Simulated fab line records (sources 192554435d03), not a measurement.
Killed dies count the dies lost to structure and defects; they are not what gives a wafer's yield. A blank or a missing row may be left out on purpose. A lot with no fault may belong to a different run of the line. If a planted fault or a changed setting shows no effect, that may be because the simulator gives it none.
Chamber matching -- flow n5-finfet -- 3 sister chambers for N5_BEOL_M7_ILD_DEP_00 on pecvd-01
The step deposits SiCOH lowk from DEMS/porogen, target thk 179.75 nm, time 33.4 s. 6 wafers are shown with their chamber, then 7 later ones without.

== WAFERS WITH THEIR CHAMBER ==
wafer,chamber,throttle-valve-pct (%),heater-power-w (W)
L078.5,2,13.6,337
L086.2,2,13.5,384
L085.4,1,15.3,219
L085.6,0,13.8,292
L090.1,1,15.1,229
L090.2,0,14.1,319

== WAFERS WITHOUT THEIR CHAMBER ==
wafer,throttle-valve-pct (%),heater-power-w (W)
L090.6,15.1,231
L096.1,13.8,267
L096.3,13.5,350
L096.5,13.7,351
L095.1,15.3,231
L095.2,14.2,298
L095.4,15.0,233

== WHICH CHAMBER EACH ONE RAN IN ==
wafer,from the rows above,in truth
L090.6,1,1
L096.1,0,0
L096.3,2,2
L096.5,can't be placed: 2 or 0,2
L095.1,1,1
L095.2,0,0
L095.4,1,1
Correctly placed: 6 of 7. Can't be placed from these rows: 1 (the true chamber is among the candidates in 1). Wrongly placed: 0.
How it was worked out, from the rows above alone: a wafer's distance from a chamber is the root of the sum, over the readings, of the square of ((its reading less the chamber's mean) divided by the reading's scatter). If the next closest chamber is less than 2 further off than the closest, the wafer can't be placed; otherwise it belongs to the closest. The mean given for a chamber averages the wafers shown for that chamber. The scatter is the square root of a quotient: the sum, over the shown wafers, of each reading's squared deviation from its chamber's mean, divided by wafers minus chambers.
